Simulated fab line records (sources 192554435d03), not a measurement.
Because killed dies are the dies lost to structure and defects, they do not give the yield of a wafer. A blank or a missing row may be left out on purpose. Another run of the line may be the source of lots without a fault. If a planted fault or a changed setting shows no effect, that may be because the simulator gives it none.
Split-lot trial | flow n5Finfet | on a route of 1938 steps: 7 lots, 21 wafers read

ABOUT THE SPLIT
At N5_MOL_CONTACT_COAG_EXPOSE_37 (exposes mask VD, defocus 0 nm), the setting doseMj was moved away from the recipe's 62 on 8 of the 21 wafers read, by -5.1% to +5.9%. All remaining wafers had this setting at the recipe value.

FROM THE SPLIT TO THE READING: what the file shows between them, 5 steps
- N5_MOL_CONTACT_COAG_PEB_38: peb time 60 s
- N5_MOL_CONTACT_COAG_DEVELOP_39: develop time 30 s
- N5_MOL_CONTACT_COAG_CD_MEAS_40: target cd 25.1 nm
- N5_MOL_CONTACT_COAG_PRECLEAN_138: cleans in alkaline clean, time 60 s
- N5_MOL_CONTACT_COAG_SRD_139: time 30 s

THE READING
cdNm (nm) at N5_MOL_CONTACT_COAG_CD_MEAS_101, where the cd target is 16 nm. A value of 16.0 nm with a standard deviation of 0.34 nm is what fault-free wafers of this fab line usually give.

wafer  | tool, chamber at the split | doseMj as run | against the recipe | cdNm, nm | against lot-mates on the recipe
L074.1 | euvScanner-02, 0           | 62            | recipe             | 16.4     | -
L074.3 | euvScanner-02, 0           | 58.84         | -5.1%              | 14.9     | -1.5
L074.5 | euvScanner-02, 0           | 62            | recipe             | 16.4     | -
L075.3 | euvScanner-01, 0           | 62            | recipe             | 15.7     | -
L075.4 | euvScanner-01, 0           | 62            | recipe             | 15.8     | -
L075.5 | euvScanner-01, 0           | 62            | recipe             | 15.4     | -
L079.2 | euvScanner-02, 0           | 60.65         | -2.2%              | 15.7     | -0.3
L079.4 | euvScanner-02, 0           | 62            | recipe             | 16.0     | -
L079.6 | euvScanner-02, 0           | 60.65         | -2.2%              | 15.5     | -0.5
L082.2 | euvScanner-02, 0           | 62            | recipe             | 16.3     | -
L082.5 | euvScanner-02, 0           | 62            | recipe             | 16.5     | -
L082.6 | euvScanner-02, 0           | 62            | recipe             | 15.7     | -
L086.2 | euvScanner-01, 0           | 65.68         | +5.9%              | 17.0     | +1.0
L086.4 | euvScanner-01, 0           | 65.68         | +5.9%              | 17.6     | +1.6
L086.6 | euvScanner-01, 0           | 62            | recipe             | 16.0     | -
L091.1 | euvScanner-02, 0           | 62            | recipe             | 15.9     | -
L091.3 | euvScanner-02, 0           | 62            | recipe             | 15.9     | -
L091.4 | euvScanner-02, 0           | 59.84         | -3.5%              | 15.5     | -0.4
L092.2 | euvScanner-02, 0           | 62            | recipe             | 15.9     | -
L092.3 | euvScanner-02, 0           | 58.86         | -5.1%              | 15.2     | -0.7
L092.6 | euvScanner-02, 0           | 58.86         | -5.1%              | 14.8     | -1.1

THE FIT
A straight line over all 21 wafers: cdNm changes by +0.206 nm for each +1% of doseMj; r = +0.90; the points scatter about the line by 0.29 nm.
The same after taking each lot's own level away (the mean of its wafers on the recipe; 21 wafers): +0.21 nm for each +1%; r = +0.93; scatter 0.24 nm.
According to that fit, moving doseMj by its largest amount changes the reading by 1.2 nm.
The span of the lots' own levels, 15.63 to 16.40 nm, comes to 2.3 times the standard deviation stated above.
Hence the lot-to-lot level has little effect on the slope; both slopes agree.
Check: +1.39 nm against its lot-mates is what the line predicts for one of the wafers moved furthest among these (+5.9%) when that wafer is left out of the fit. Against them it came out at +1 nm.

FURTHER SPLITS ON THESE WAFERS
Other splits were also applied to these wafers ahead of the reading. Each is held against what the fit with the lots' levels taken away leaves over:
other split on the same wafers       | wafers away from the commonest value | r with cdNm (lot level and that fit taken away)
N5_GATE_CUT_EXPOSE_10 doseMj         | 10                                   | +0.07
N5_GATE_CUT_ETCH_36 cf4FlowSccm      | 5                                    | +0.13
N5_MOL_CONTACT_COAG_EXPOSE_05 doseMj | 5                                    | -0.03
N5_MOL_CONTACT_COAG_ETCH_105 biasW   | 4                                    | -0.07

THE WHOLE CHAIN: every reading that the file lists as answering this split, in the file's order
step                            | what it does      | reading | change (the file's fit)               | r (the file's)
N5_MOL_CONTACT_COAG_CD_MEAS_40  | target cd 25.1 nm | cdNm    | +0.187 nm for each +1% of the setting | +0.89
N5_MOL_CONTACT_COAG_CD_MEAS_101 | target cd 16 nm   | cdNm    | +0.213 nm for each +1% of the setting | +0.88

THE FILE'S OWN FIT
cdNm changes by +0.213 nm for each +1% of doseMj, r = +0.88.
